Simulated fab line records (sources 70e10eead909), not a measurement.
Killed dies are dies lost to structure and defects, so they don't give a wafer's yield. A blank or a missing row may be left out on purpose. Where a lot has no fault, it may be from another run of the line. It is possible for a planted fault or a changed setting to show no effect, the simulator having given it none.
fab line records | flow nandHarc
[record] lots = 6 wafers = 18 lastDay = 33
route steps=1302 shown P_ZERO_WELL@68 P_STI@69 END@1302
lots with no fault: from the same line, run without faults
startH: start of the lot's first displayed wafer, in hours after the record's first day | waitH: time in hours since the lot's previous step | " unchanged from the row above | L1.1+2: several wafers, shown together as one row | - no value, or no start was given | * or withheld: withheld | < > ~ a bound
route shown NAME@n: a module of which the file shows steps, and the number in the route of the first | usual: the fault-free wafers' mean and standard deviation | same: alike in all rows | chamber/n: place in a boat | sites: each site's reading | _std_site: how widely they spread, as a standard deviation | _edge_site: mean of outer sites minus mean of inner sites | radiusMm: for every site, how far away it sits from the centre of the wafer | mask NAME#n: copy n | behind: the tool/chamber that last shaped the wafer | hold: the reason the lot was held/the length of the hold in hours/how it ended | device: transistor that didn't switch, given as n, p or np | end of line: tests run on the same wafers once the route is complete | a step without rows: its recipe alone | killed: dies lost to structure and defects at the first sort, not the wafer's yield | map: a wafer's dies, marking killed ones x, the rest . and places with no die _
set.NAME: the run value of the setting; set.NAME@STEP: its run value at that earlier step | model.NAME: the simulator's own value behind a step, which no gauge read
lots at some steps of the route; a table a step, a row a wafer
services: when a tool's chamber went out of use (startH, in hours from the record's first day, below 0 if earlier), for how many hours, and the reason
[[steps]]
[step NHARC_P_ZERO_WELL_INSPECT_43]
[usual] rawDefectCount = 13/5.6
// columns lot.wafer tool chamber startH waitH rawDefectCount
L437.2 defectInspect-01 - 57.83 0.5 14
L437.3 " - " " 10
L437.4 " - " " 2
L443.1 defectInspect-02 - 118.89 0.6 23
L443.3 " - " " 13
L443.5 " - " " 17
L444.3 defectInspect-02 - 127.62 0.3 13
L444.5 " - " " 7
L444.6 " - " " 11
L447.1 defectInspect-01 - 157.66 0.6 11
L447.4 " - " " 8
L447.5 " - " " 14
L452.1 defectInspect-02 - 207.31 0.6 10
L452.4 " - " " 11
L452.6 " - " " 9
L456.1 defectInspect-02 - 248.46 0.6 13
L456.2 " - " " 16
L456.3 " - " " 7
[step NHARC_P_STI_ETCH_26]
[recipe] targetDepthA = 110 chemistry = dHF material = SiO2
[step NHARC_P_STI_PRECLEAN_27]
[recipe] timeS = * tempC = 50 bathAgeMin = 0 chemistry = SC1
[step NHARC_P_STI_SRD_28]
[step NHARC_P_STI_OXIDE_29]
[recipe] targetThkA = 100 tempC = 900 oxTimeS = 1362 material = SiO2
[step NHARC_P_STI_HM_DEP_30]
[recipe] targetThkA = 800 tempC = 790 pressureMtorr = 300 timeS = 873 material = Si3N4
[step NHARC_P_STI_DEHYDRATE_01]
[recipe] tempC = 150 timeS = 120
[step NHARC_P_STI_HMDS_02]
[recipe] timeS = 30
[step NHARC_P_STI_COAT_41]
[recipe] tempC = 200 timeS = 65
[step NHARC_P_STI_COAT_03]
[recipe] spinRpm = 2000 resistThkNm = 600
[step NHARC_P_STI_SOFTBAKE_04]
[recipe] tempC = 125 timeS = 70
[step NHARC_P_STI_EBR_05]
[step NHARC_P_STI_EXPOSE_06]
[recipe] na = 0.55 targetCdNm = 200 doseMj = 37.69 maskId = P_STI
[usual] exposureDoseMJCm2 = 37.66/0.047
// columns lot.wafer tool chamber startH waitH mask exposureDoseMJCm2
L437.2 krfScanner-01 0 74.48 - P_STI#0 37.62
L437.3 " 0 " " P_STI#0 37.58
L437.4 " 0 " " P_STI#0 37.58
L443.1 krfScanner-01 0 136.52 - P_STI#0 35.89
L443.3 " 0 " " P_STI#0 35.87
L443.5 " 0 " " P_STI#0 35.82
L444.3 krfScanner-04 0 148.31 - P_STI#0 37.71
L444.5 " 0 " " P_STI#0 37.66
L444.6 " 0 " " P_STI#0 37.69
L447.1 krfScanner-01 0 172.48 - P_STI#0 36.18
L447.4 " 0 " " P_STI#0 36.20
L447.5 " 0 " " P_STI#0 36.18
L452.1 krfScanner-04 0 226.01 - P_STI#0 37.64
L452.4 " 0 " " P_STI#0 37.67
L452.6 " 0 " " P_STI#0 37.62
L456.1 krfScanner-04 0 264.79 - P_STI#0 37.71
L456.2 " 0 " " P_STI#0 37.68
L456.3 " 0 " " P_STI#0 37.70
[step NHARC_P_STI_PEB_07]
[recipe] pebTempC = 128 pebTimeS = 80
[step NHARC_P_STI_DEVELOP_08]
[recipe] timeS = 50 devTempC = 22
[step NHARC_P_STI_CD_MEAS_09]
[recipe] targetCdNm = 200 landingEnergyEv = 500
[usual] cdNm = 200.0/2.4
// columns lot.wafer tool chamber startH waitH cdNm
L437.2 cdSem-03 0 74.63 - 202.8
L437.3 " 0 " " 198.6
L437.4 " 0 " " 202.1
L443.1 cdSem-01 0 136.67 - 189.5
L443.3 " 0 " " 186.8
L443.5 " 0 " " 187.8
L444.3 cdSem-03 0 148.45 - 198.1
L444.5 " 0 " " 198.4
L444.6 " 0 " " 197.5
L447.1 cdSem-01 0 172.63 - 188.1
L447.4 " 0 " " 191.6
L447.5 " 0 " " 188.3
L452.1 cdSem-02 0 226.16 - 202.6
L452.4 " 0 " " 201.1
L452.6 " 0 " " 202.2
L456.1 cdSem-02 0 264.94 - 197.9
L456.2 " 0 " " 195.1
L456.3 " 0 " " 197.9
[step NHARC_P_STI_OVL_MEAS_10]
[usual] overlayXNm = 5/6.7 overlayYNm = -1/6.8
// columns lot.wafer tool chamber startH waitH overlayXNm overlayYNm
L437.2 overlay-02 - 74.72 - 9 -3
L437.3 " - " " 8 -2
L437.4 " - " " 9 -2
L443.1 overlay-01 - 136.76 - 9 0
L443.3 " - " " 10 0
L443.5 " - " " 9 0
L444.3 overlay-01 - 148.54 - 10 -10
L444.5 " - " " 10 -9
L444.6 " - " " 11 -9
L447.1 overlay-01 - 172.72 - 0 2
L447.4 " - " " 0 3
L447.5 " - " " 0 3
L452.1 overlay-02 - 226.25 - 5 -11
L452.4 " - " " 6 -11
L452.6 " - " " 5 -11
L456.1 overlay-01 - 265.03 - 1 -1
L456.2 " - " " 1 -1
L456.3 " - " " 2 -1
[step NHARC_P_STI_INSPECT_11]
[usual] rawDefectCount = 6/3.1
// columns lot.wafer tool chamber startH waitH rawDefectCount
L437.2 defectInspect-01 - 74.76 0.0 9
L437.3 " - " " 3
L437.4 " - " " 7
L443.1 defectInspect-01 - 136.80 0.0 1
L443.3 " - " " 4
L443.5 " - " " 2
L444.3 defectInspect-01 - 148.57 0.0 7
L444.5 " - " " 6
L444.6 " - " " 4
L447.1 defectInspect-01 - 172.76 0.0 7
L447.4 " - " " 6
L447.5 " - " " 6
L452.1 defectInspect-01 - 226.28 0.0 15
L452.4 " - " " 13
L452.6 " - " " 8
L456.1 defectInspect-02 - 265.07 0.0 4
L456.2 " - " " 7
L456.3 " - " " 6
[step NHARC_P_STI_HARDBAKE_13]
[recipe] tempC = 118 timeS = 65
[step NHARC_P_STI_DESCUM_14]
[recipe] timeS = 3 o2FlowSccm = 200 arFlowSccm = 0 biasPowerW = 0 chemistry = O2
[usual] drypumpMotorCurrentA = 5.6/0.49 oesProductAu = 0.996/0.01 rfVppV = 57.6/0.85 showerheadPlenumPTorr = 1.87/0.071 throttleValvePct = 11.311/0.0088
// columns lot.wafer tool chamber startH waitH drypumpMotorCurrentA oesProductAu rfHoursCounterH rfVppV showerheadPlenumPTorr throttleValvePct model.P_STI.cdNm
L437.3 rieDiel-07 3 74.89 - 5.0 0.996 7.5 57.7 1.80 11.320 198.3
L437.4 " 0 " " 5.3 1.003 7.0 58.6 1.81 11.307 202.8
L437.2 " 1 " " 6.3 1.012 7.0 58.3 1.83 11.297 202.7
L443.3 rieDiel-13 1 136.95 - 4.7 0.981 12.4 58.9 1.99 11.302 186.6
L443.1 " 2 " " 5.6 0.989 12.6 58.1 1.82 11.315 189.1
L443.5 " 3 " " 5.9 0.989 - 57.0 1.82 11.309 187.3
L444.3 rieDiel-07 2 148.72 - 5.7 1.006 1.4 57.4 1.90 11.313 197.7
L444.5 " 0 " " 5.3 1.008 - 57.0 1.81 11.334 198.4
L444.6 " 1 " " 6.4 1.007 - 58.0 1.83 11.289 197.4
L447.1 rieDiel-11 1 172.89 - 5.1 0.983 5.1 57.1 1.84 11.299 188.4
L447.4 " 0 " " 6.4 0.986 4.8 59.3 2.02 11.330 191.8
L447.5 " 1 " " 5.1 0.980 - 56.9 1.84 11.302 188.3
L452.1 rieDiel-11 1 226.42 - 5.1 0.983 7.5 56.8 1.84 11.320 202.7
L452.6 " 1 " " 5.1 0.987 - 57.2 1.84 11.315 202.2
L452.4 " 3 " " 5.4 0.985 - 58.3 1.85 11.305 200.7
L456.2 rieDiel-07 0 265.20 - 5.3 1.006 8.5 57.3 1.80 11.320 195.5
L456.3 " 1 " " 6.3 1.004 8.4 56.4 1.82 11.317 197.4
L456.1 " 2 " " 5.7 0.985 8.0 58.4 1.89 11.299 197.5
[step NHARC_P_STI_ETCH_42]
[recipe] targetDepthA = 800 overetchA = 240 timeS = 61 ionEnergyEv = 200 n2FlowSccm = 150 h2FlowSccm = 150 arFlowSccm = 0 rfW = 400 biasW = 150 chemistry = N2/H2
[usual] drypumpMotorCurrentA = 5.6/0.49 h2FlowSccm = 150.0/0.47 oesProductAu = 0.996/0.011 rfVppV = 429.2/2.3 showerheadPlenumPTorr = 1.99/0.079 throttleValvePct = 14.171/0.0093
// columns lot.wafer tool chamber startH waitH drypumpMotorCurrentA h2FlowSccm oesProductAu rfHoursCounterH rfVppV showerheadPlenumPTorr throttleValvePct
L437.3 rieDiel-07 0 74.98 0.1 5.3 149.4 1.014 7.0 428.2 1.92 14.165
L437.2 " 1 " " 6.3 149.7 1.010 7.0 427.3 1.94 14.165
L437.4 " 3 " " 5.0 149.7 0.992 7.5 426.9 1.92 14.161
L443.1 rieDiel-13 2 137.02 0.1 5.5 150.0 1.007 12.6 428.3 1.94 14.173
L443.3 " 3 " " 5.9 150.1 0.994 13.1 427.4 1.93 14.172
L443.5 " 2 " " 5.6 149.9 1.012 - 428.4 1.94 14.165
L444.3 rieDiel-07 0 148.79 0.1 5.4 150.2 1.030 2.0 428.0 1.92 14.160
L444.5 " 0 " " 5.4 149.8 1.032 - 426.8 1.92 14.165
L444.6 " 1 " " 6.4 149.6 1.005 - 429.0 1.94 14.164
L447.4 rieDiel-11 1 172.99 0.1 5.1 149.9 0.990 5.1 428.8 1.96 14.173
L447.1 " 2 " " 5.9 150.1 0.982 4.4 428.2 1.92 14.182
L447.5 " 3 " " 5.4 150.1 1.001 - 428.7 1.97 14.172
L452.1 rieDiel-11 1 226.52 0.1 5.1 149.8 0.981 7.5 429.9 1.96 14.162
L452.6 " 2 " " 5.9 150.0 0.986 - 426.8 1.92 14.177
L452.4 " 3 " " 5.4 149.8 0.985 - 428.8 1.97 14.176
L456.1 rieDiel-07 1 265.29 0.1 6.3 150.2 0.993 8.4 428.2 1.94 14.169
L456.3 " 2 " " 5.7 150.5 0.989 8.0 430.8 2.02 14.169
L456.2 " 3 " " 5.0 150.2 1.001 8.2 427.4 1.92 14.175
[step NHARC_P_STI_ETCH_31]
[recipe] targetDepthA = 1089 timeS = 54.5 cf4FlowSccm = 100 chf3FlowSccm = 30 arFlowSccm = 0 rfW = 500 biasW = 200 chemistry = CF4/CHF3
[usual] drypumpMotorCurrentA = 5.6/0.49 oesProductAu = 0.956/0.018 rfVppV = 369.4/2 showerheadPlenumPTorr = 1.54/0.055 throttleValvePct = 16.802/0.0095
// columns lot.wafer tool chamber startH waitH drypumpMotorCurrentA oesProductAu rfHoursCounterH rfVppV showerheadPlenumPTorr throttleValvePct
L437.2 rieDiel-07 3 - - 5.0 0.943 7.5 367.2 1.49 16.799
L437.4 " 0 " " 5.3 0.960 7.1 368.1 1.49 16.804
L437.3 " 1 " " 6.3 0.960 7.0 368.2 1.51 16.770
L443.3 rieDiel-13 3 - - 5.9 0.954 13.1 368.0 1.50 16.799
L443.1 " 2 " " 5.6 0.976 12.6 368.3 1.50 16.807
L443.5 " 3 " " 5.9 0.957 - 367.2 1.50 16.800
L444.3 rieDiel-07 2 - - 5.7 0.988 1.5 369.6 1.56 16.795
L444.6 " 1 " " 6.3 0.974 - 367.2 1.50 16.793
L444.5 " 2 " " 5.7 0.986 - 369.6 1.56 16.821
L447.1 rieDiel-11 0 - - 6.5 0.972 4.8 372.7 1.65 16.811
L447.4 " 3 " " 5.3 0.980 3.3 370.0 1.53 16.803
L447.5 " 1 " " 5.1 0.950 - 368.7 1.52 16.794
L452.1 rieDiel-11 2 - - 5.8 0.946 6.9 367.1 1.49 16.797
L452.6 " 2 " " 5.8 0.955 - 368.9 1.49 16.803
L452.4 " 3 " " 5.3 0.952 - 369.3 1.53 16.806
L456.3 rieDiel-07 2 - - 5.7 0.972 8.0 370.1 1.56 16.790
L456.2 " 0 " " 5.3 0.973 8.6 367.2 1.49 16.808
L456.1 " 1 " " 6.3 0.976 8.4 369.5 1.50 16.802
[step NHARC_P_STI_ETCH_15]
[recipe] targetDepthA = 3000 taperDeg = 4 timeS = 100.1 hbrFlowSccm = 150 cl2FlowSccm = 50 rfW = 400 icpW = 400 biasW = 100 chemistry = HBr/Cl2
[usual] drypumpMotorCurrentA = 5.8/0.51 oesProductAu = 1.001/0.011 throttleValvePct = 26.405/0.01
// columns lot.wafer tool chamber startH waitH drypumpMotorCurrentA oesProductAu rfHoursCounterH throttleValvePct model.P_STI.cdNm
L437.2 rieSi-02 2 75.18 - 5.9 1.007 0.9 26.387 202.1
L437.4 " 3 " " 6.5 1.007 1.0 26.395 202.7
L437.3 " 0 " " 6.0 1.006 1.0 26.401 197.6
L443.3 rieSi-06 1 137.21 - 6.4 1.002 0.4 26.410 186
L443.1 " 3 " " 5.1 0.987 0.5 26.389 189.9
L443.5 " 1 " " 6.4 0.994 - 26.416 188
L444.3 rieSi-02 0 149.00 - 6.0 1.004 0.3 26.398 196.2
L444.6 " 0 " " 6.0 0.993 - 26.388 197.5
L444.5 " 2 " " 5.9 1.008 - 26.402 197.2
L447.1 rieSi-06 2 173.18 - 6.2 1.010 0.6 26.424 187.3
L447.4 " 0 " " 5.2 1.001 0.7 26.409 191.2
L447.5 " 1 " " 6.3 0.998 - 26.423 188.1
L452.1 rieSi-02 0 226.76 - 6.0 0.998 0.9 26.413 201.5
L452.4 " 1 " " 5.8 0.999 0.6 26.409 200.6
L452.6 " 3 " " 6.6 0.981 - 26.409 201.7
L456.3 rieSi-06 2 265.48 - 6.1 1.021 0.1 26.414 196.9
L456.2 " 3 " " 5.2 1.004 0.0 26.403 195
L456.1 " 0 " " 5.2 0.998 0.0 26.398 197.6
[step NHARC_P_STI_CD_MEAS_16]
[usual] cdNm = 199.3/2.6
// columns lot.wafer tool chamber startH waitH cdNm
L437.2 cdSem-02 - 75.33 - 201.7
L437.3 " - " " 197.6
L437.4 " - " " 202.7
L443.1 cdSem-03 - 137.40 - 190.1
L443.3 " - " " 185.9
L443.5 " - " " 187.9
L444.3 cdSem-03 - 149.18 - 196.7
L444.5 " - " " 197.3
L444.6 " - " " 197.2
L447.1 cdSem-03 - 173.33 - 187.3
L447.4 " - " " 191.5
L447.5 " - " " 188.4
L452.1 cdSem-01 - 226.90 - 201.4
L452.4 " - " " 200.5
L452.6 " - " " 201.7
L456.1 cdSem-02 - 265.64 - 197.5
L456.2 " - " " 195.0
L456.3 " - " " 196.5
[step NHARC_P_STI_OCD_MEAS_17]
[usual] trenchDepthNm = 301/4.8 trenchFootCdNm = 157.9/2.5
// columns lot.wafer tool chamber startH waitH trenchDepthNm trenchFootCdNm
L437.2 ocd-01 - 75.42 0.1 304 160.5
L437.3 " - " " 303 156.1
L437.4 " - " " 303 160.0
L443.1 ocd-01 - 137.48 0.1 292 148.7
L443.3 " - " " 297 144.5
L443.5 " - " " 297 146.9
L444.3 ocd-01 - 149.26 0.1 303 155.6
L444.5 " - " " 302 156.5
L444.6 " - " " 301 155.4
L447.1 ocd-02 - 173.41 0.1 303 146.3
L447.4 " - " " 300 149.9
L447.5 " - " " 299 146.6
L452.1 ocd-01 - 226.98 0.1 298 160.6
L452.4 " - " " 302 159.2
L452.6 " - " " 295 160.6
L456.1 ocd-02 - 265.73 0.1 300 156.0
L456.2 " - " " 298 153.3
L456.3 " - " " 309 154.8
[step NHARC_P_STI_STRIP_19]
[recipe] timeS = 900 tempC = 130 chemistry = SPM
[step NHARC_END_SORT_01]
[recipe] tempC = 25
[usual] killedAtArray = 49/18 killedAtOther = 0.7/1.1 killedAtPeriphery = 4.0/2.6 killedDies = 54/19 killedOpen = 3.4/1.7 killedShort = 2.5/1.7
[same] grossDies = 677
// columns lot.wafer tool chamber startH waitH killedAtArray killedAtOther killedAtPeriphery killedDies killedOpen killedShort
L447.1 prober-01 0 678.99 2.5 61 1 13 75 2 0
L447.4 prober-01 0 681.41 3.4 61 0 12 73 3 6
L447.5 prober-01 0 682.21 3.7 84 1 10 95 3 1
// killed by level:class
L447.1 A_CHANNEL_HOLE_D1:chamberFilmFlake=27 A_SLIT:chamberFilmFlake=15 A_CONTACT:chamberFilmFlake=14 P_CONTACT:chamberFilmFlake=6 P_GATE:chamberFilmFlake=3 P_ZERO_WELL:chamberFilmFlake=2 A_STAIRCASE:chamberFilmFlake=2 A_WL_FILL:chamberFilmFlake=2
L447.4 A_SLIT:chamberFilmFlake=24 A_CHANNEL_HOLE_D1:chamberFilmFlake=16 A_CONTACT:chamberFilmFlake=10 P_ZERO_WELL:chamberFilmFlake=4 P_GATE:chamberFilmFlake=2 P_M2:chamberFilmFlake=2 A_STAIRCASE:chamberFilmFlake=2 P_STI:geometricParticle:short=1
L447.5 A_CHANNEL_HOLE_D1:chamberFilmFlake=35 A_SLIT:chamberFilmFlake=32 A_CONTACT:chamberFilmFlake=10 P_CONTACT:chamberFilmFlake=4 A_STAIRCASE:chamberFilmFlake=3 P_GATE:chamberFilmFlake=2 A_CHANNEL_FILL_D1:chamberFilmFlake=2 P_GATE:geometricParticle:open=1
[[services]]
// columns tool chamber startH hours kind
rieDiel-11 - 56.21 1.7 repair
rieSi-06 - 72.00 9.0 pm
rieDiel-11 - 78.50 9.0 pm
krfScanner-01 - 82.05 0.4 repair
rieDiel-07 1 85.78 13.2 repair
rieDiel-13 2 94.79 2.3 repair
rieSi-06 0 96.41 0.9 repair
rieSi-02 - 100.00 9.0 pm
rieDiel-07 - 117.20 9.0 pm
rieDiel-11 3 126.96 11.7 repair
rieSi-06 2 128.36 10.6 repair
rieDiel-13 3 131.90 4.5 repair
rieSi-02 2 133.92 1.9 repair
krfScanner-01 - 140.00 4.0 pm
rieSi-02 1 140.68 13.8 repair
rieDiel-11 2 141.58 14.5 repair
rieDiel-13 - 165.00 9.0 pm
krfScanner-04 - 182.00 4.0 pm
rieDiel-13 3 200.01 6.2 repair
krfScanner-04 - 223.84 1.5 repair
rieDiel-11 - 225.46 0.4 repair
krfScanner-01 - 236.57 0.4 repair
rieDiel-11 0 245.41 31.4 repair
rieDiel-11 - 255.50 9.0 pm
[[key]]
[firstSign] step = NHARC_P_STI_EXPOSE_06 reading = exposureDoseMJCm2 direction = down sigmas = 35 usual = 37.66 struck = 36.02
[effect] step = NHARC_P_STI_CD_MEAS_09 reading = cdNm direction = down sigmas = 4.7 usual = 200.0 struck = 188.7 through = controlLoop
[effect] step = NHARC_P_STI_CD_MEAS_16 reading = cdNm direction = down sigmas = 4.2 usual = 199.3 struck = 188.5 through = controlLoop
[effect] step = NHARC_P_STI_OCD_MEAS_17 reading = trenchFootCdNm direction = down sigmas = 4.4 usual = 157.9 struck = 147.1 through = controlLoop
[modelEffect] step = NHARC_P_STI_DESCUM_14 value = P_STI.cdNm without = 198.2 struck = 188.6
[modelEffect] step = NHARC_P_STI_ETCH_15 value = P_STI.cdNm without = 198 struck = 188.4
metAt NHARC_P_STI_EXPOSE_06
struckWafers L443.1,L443.3,L443.5,L447.1,L447.4,L447.5
testerLeftOut L443,L447
[loopTrim] step = NHARC_P_STI_EXPOSE_06 setting = dose lots = L447
onsetBetween 74.48 136.52
[fault] kind = processParameterDrift tool = krfScanner-01 chamber = - onsetH = 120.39 steps = NHARC_P_STI_EXPOSE_06 channel = doseMj offset = -1.7847 shape = step actsIn = theseRecipesOnly stated = 37.69
// testerLeftOut: of these lots the tester's yield and bins aren't shown, on N5 and GAA mostly nor the transistor test; their killed dies are dies lost to structure and defects alone, not to doping, threshold or leakage, so they don't give the yield
// loopTrim: a control loop set the setting to another value than it would have without faults
